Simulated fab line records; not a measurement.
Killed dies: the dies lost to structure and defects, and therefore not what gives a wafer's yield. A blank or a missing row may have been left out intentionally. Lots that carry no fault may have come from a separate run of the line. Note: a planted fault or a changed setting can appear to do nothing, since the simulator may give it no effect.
Matching of chambers ; flow nand_harc ; 4 sister chambers for NHARC_A_BLC_ETCH_16 on rie_diel-02
The step etches the open film in CF4, target depth 39 nm, time 65 s. 14 wafers are shown with their chamber, then 7 later ones without.

## WAFERS, EACH WITH ITS CHAMBER
wafer;chamber;drypump_motor_current_A (A);oes_product_au (a.u.);rf_vpp_V (V)
L412.2;1;5.2;1.002;151.5
L412.3;2;5.7;0.987;150.9
L412.5;2;5.8;0.988;149.3
L415.2;1;5.2;0.983;149.6
L415.5;1;5.2;0.982;150.6
L415.6;3;6.3;0.986;152.7
L417.1;2;5.7;0.981;153.2
L417.3;3;6.3;0.996;150.5
L417.6;0;5.7;1.008;149.5
L420.2;3;6.3;0.991;151.3
L420.3;2;5.8;0.995;153.1
L420.4;1;5.2;0.995;150.1
L428.2;3;6.3;0.987;149.7
L428.4;2;5.7;0.999;151.7

SIGNATURES (means of the wafers above)
reading;chamber 0;chamber 1;chamber 2;chamber 3;scatter within a chamber
drypump_motor_current_A;5.700;5.200;5.740;6.300;0.0346
oes_product_au;1.00800;0.99050;0.99000;0.99000;0.00737
rf_vpp_V;149.500;150.450;151.640;151.050;1.32
Rule: for a wafer and a chamber, the distance is found by dividing, reading by reading, the gap between the wafer's reading and the chamber's mean by the reading's scatter, squaring, summing and taking the root. If the next closest chamber is less than 2 further off than the closest, the wafer can't be placed; otherwise it belongs to the closest. The scatter: take each reading less its chamber's mean, square it, sum over the shown wafers, divide by the number of wafers less the number of chambers, and take the root.

## WAFERS WITH NO CHAMBER GIVEN
wafer;drypump_motor_current_A (A);oes_product_au (a.u.);rf_vpp_V (V)
L428.5;5.7;0.996;151.8
L432.1;6.3;0.989;152.4
L432.2;5.7;1.001;149.9
L432.3;5.2;0.999;151.6
L431.1;5.2;1.001;148.2
L431.3;6.3;0.988;151.6
L431.4;5.7;0.996;152.9

## WHICH CHAMBER EACH ONE RAN IN
wafer;from the rows above;in truth
L428.5;can't be placed: 2 or 0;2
L432.1;3;3
L432.2;can't be placed: 0 or 2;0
L432.3;1;1
L431.1;1;1
L431.3;3;3
L431.4;can't be placed: 2 or 0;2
4 of 7 placed correctly. Can't be placed from these rows: 3 (the true chamber is among the candidates in 3). Placed wrongly: 0.
